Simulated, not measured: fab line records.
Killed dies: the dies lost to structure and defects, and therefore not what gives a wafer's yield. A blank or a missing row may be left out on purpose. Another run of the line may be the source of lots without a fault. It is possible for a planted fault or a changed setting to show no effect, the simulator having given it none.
Split-lot experiment / flow n5 finfet / 21 wafers read across 7 lots, on a route 1938 steps long

## ON THE SPLIT
At N5_BEOL_M5_COAT_74 (time 60 s, resist thk 5 nm), the setting spin rpm was moved away from the recipe's 1500 rpm on 7 of the 21 wafers read, by -10.8% to +6.5%. For the rest of the wafers, this setting stayed at what the recipe calls for.

## FROM THE SPLIT TO THE READING: what the file shows between them, 4 steps
- N5_BEOL_M5_COAT_22: resist thk 30 nm
- N5_BEOL_M5_EBR_24
- N5_BEOL_M5_DESCUM_33: chemistry O2, time 7 s
- N5_BEOL_M5_ETCH_75: etches underlayer in N2/H2, target depth 6.5 nm, time 5.2 s

## THE READING
CAR-EUV_of_BEOL_M5_COAT_22.thk nm (the simulator's own value, which no gauge read), in nm, at N5_BEOL_M5_ETCH_67 (etches SiARC in CF4, target depth 15.6 nm, time 26 s). There is no usual value for it anywhere in the file. Here, 14 wafers ran the recipe; their average is 11.1 nm with a standard deviation of 0.09 nm.

wafer=L075.2; tool, chamber at the split=litho track-03, 0; spin rpm as run, rpm=1500; against the recipe=recipe; CAR-EUV_of_BEOL_M5_COAT_22.thk nm, nm=11.2; against lot-mates on the recipe=-
wafer=L075.3; tool, chamber at the split=litho track-03, 0; spin rpm as run, rpm=1500; against the recipe=recipe; CAR-EUV_of_BEOL_M5_COAT_22.thk nm, nm=11.2; against lot-mates on the recipe=-
wafer=L075.4; tool, chamber at the split=litho track-03, 0; spin rpm as run, rpm=1500; against the recipe=recipe; CAR-EUV_of_BEOL_M5_COAT_22.thk nm, nm=11.2; against lot-mates on the recipe=-
wafer=L080.1; tool, chamber at the split=litho track-03, 0; spin rpm as run, rpm=1500; against the recipe=recipe; CAR-EUV_of_BEOL_M5_COAT_22.thk nm, nm=11; against lot-mates on the recipe=-
wafer=L080.2; tool, chamber at the split=litho track-03, 0; spin rpm as run, rpm=1597; against the recipe=+6.5%; CAR-EUV_of_BEOL_M5_COAT_22.thk nm, nm=11.4; against lot-mates on the recipe=+0.3
wafer=L080.6; tool, chamber at the split=litho track-03, 0; spin rpm as run, rpm=1500; against the recipe=recipe; CAR-EUV_of_BEOL_M5_COAT_22.thk nm, nm=11.2; against lot-mates on the recipe=-
wafer=L084.1; tool, chamber at the split=litho track-01, 0; spin rpm as run, rpm=1500; against the recipe=recipe; CAR-EUV_of_BEOL_M5_COAT_22.thk nm, nm=11.2; against lot-mates on the recipe=-
wafer=L084.2; tool, chamber at the split=litho track-01, 0; spin rpm as run, rpm=1500; against the recipe=recipe; CAR-EUV_of_BEOL_M5_COAT_22.thk nm, nm=11.2; against lot-mates on the recipe=-
wafer=L084.6; tool, chamber at the split=litho track-01, 0; spin rpm as run, rpm=1500; against the recipe=recipe; CAR-EUV_of_BEOL_M5_COAT_22.thk nm, nm=11.2; against lot-mates on the recipe=-
wafer=L085.1; tool, chamber at the split=litho track-01, 0; spin rpm as run, rpm=1365; against the recipe=-9.0%; CAR-EUV_of_BEOL_M5_COAT_22.thk nm, nm=10.8; against lot-mates on the recipe=-0.3
wafer=L085.3; tool, chamber at the split=litho track-01, 0; spin rpm as run, rpm=1500; against the recipe=recipe; CAR-EUV_of_BEOL_M5_COAT_22.thk nm, nm=11; against lot-mates on the recipe=-
wafer=L085.4; tool, chamber at the split=litho track-01, 0; spin rpm as run, rpm=1500; against the recipe=recipe; CAR-EUV_of_BEOL_M5_COAT_22.thk nm, nm=11.2; against lot-mates on the recipe=-
wafer=L088.1; tool, chamber at the split=litho track-02, 0; spin rpm as run, rpm=1500; against the recipe=recipe; CAR-EUV_of_BEOL_M5_COAT_22.thk nm, nm=11; against lot-mates on the recipe=-
wafer=L088.2; tool, chamber at the split=litho track-02, 0; spin rpm as run, rpm=1500; against the recipe=recipe; CAR-EUV_of_BEOL_M5_COAT_22.thk nm, nm=11; against lot-mates on the recipe=-
wafer=L088.3; tool, chamber at the split=litho track-02, 0; spin rpm as run, rpm=1500; against the recipe=recipe; CAR-EUV_of_BEOL_M5_COAT_22.thk nm, nm=11.2; against lot-mates on the recipe=-
wafer=L092.2; tool, chamber at the split=litho track-01, 0; spin rpm as run, rpm=1338; against the recipe=-10.8%; CAR-EUV_of_BEOL_M5_COAT_22.thk nm, nm=10.8; against lot-mates on the recipe=-0.4
wafer=L092.4; tool, chamber at the split=litho track-01, 0; spin rpm as run, rpm=1338; against the recipe=-10.8%; CAR-EUV_of_BEOL_M5_COAT_22.thk nm, nm=10.8; against lot-mates on the recipe=-0.4
wafer=L092.6; tool, chamber at the split=litho track-01, 0; spin rpm as run, rpm=1500; against the recipe=recipe; CAR-EUV_of_BEOL_M5_COAT_22.thk nm, nm=11.2; against lot-mates on the recipe=-
wafer=L091.2; tool, chamber at the split=litho track-03, 0; spin rpm as run, rpm=1452; against the recipe=-3.2%; CAR-EUV_of_BEOL_M5_COAT_22.thk nm, nm=11; against lot-mates on the recipe=no lot-mate on the recipe
wafer=L091.3; tool, chamber at the split=litho track-03, 0; spin rpm as run, rpm=1452; against the recipe=-3.2%; CAR-EUV_of_BEOL_M5_COAT_22.thk nm, nm=11; against lot-mates on the recipe=no lot-mate on the recipe
wafer=L091.4; tool, chamber at the split=litho track-03, 0; spin rpm as run, rpm=1452; against the recipe=-3.2%; CAR-EUV_of_BEOL_M5_COAT_22.thk nm, nm=11; against lot-mates on the recipe=no lot-mate on the recipe

FIT RESULTS
A straight line over all 21 wafers: CAR-EUV_of_BEOL_M5_COAT_22.thk nm changes by +0.0349 nm for each +1% of spin rpm; r = +0.88; the points scatter about the line by 0.08 nm.
The same after taking each lot's own level away (the mean of its wafers on the recipe; 18 wafers): +0.0377 nm for each +1%; r = +0.93; scatter 0.067 nm.
On that fit, the largest move of spin rpm shifts the reading by 0.41 nm.
Across the lots, their own levels run from 11.07 to 11.20 nm, a range of 1.5 times the standard deviation given above.
The two slopes are in agreement: the lot-to-lot level therefore moves the slope only a little.
Check: with one of the wafers moved furthest among these (-10.8%) left out of the fit, the line predicts -0.402 nm for it against its lot-mates. It came out at -0.4 nm against them.

## THE WHOLE CHAIN: every reading that the file lists as answering this split, in the file's order
step=N5_BEOL_M5_ETCH_75; what it does=etches underlayer in N2/H2, target depth 6.5 nm, time 5.2 s; reading=etch rf on time s; change (the file's fit)=withheld for each +1% of the setting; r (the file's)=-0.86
step=N5_BEOL_M5_ETCH_75; what it does=etches underlayer in N2/H2, target depth 6.5 nm, time 5.2 s; reading=etch.depth nm (the simulator's own value, which no gauge read); change (the file's fit)=-0.0274 nm for each +1% of the setting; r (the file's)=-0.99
step=N5_BEOL_M5_ETCH_67; what it does=etches SiARC in CF4, target depth 15.6 nm, time 26 s; reading=CAR-EUV_of_BEOL_M5_COAT_22.thk nm (the simulator's own value, which no gauge read); change (the file's fit)=+0.0374 nm for each +1% of the setting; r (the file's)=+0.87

## THE FILE'S OWN FIT
CAR-EUV_of_BEOL_M5_COAT_22.thk nm changes by +0.0374 nm for each +1% of spin rpm, r = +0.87.
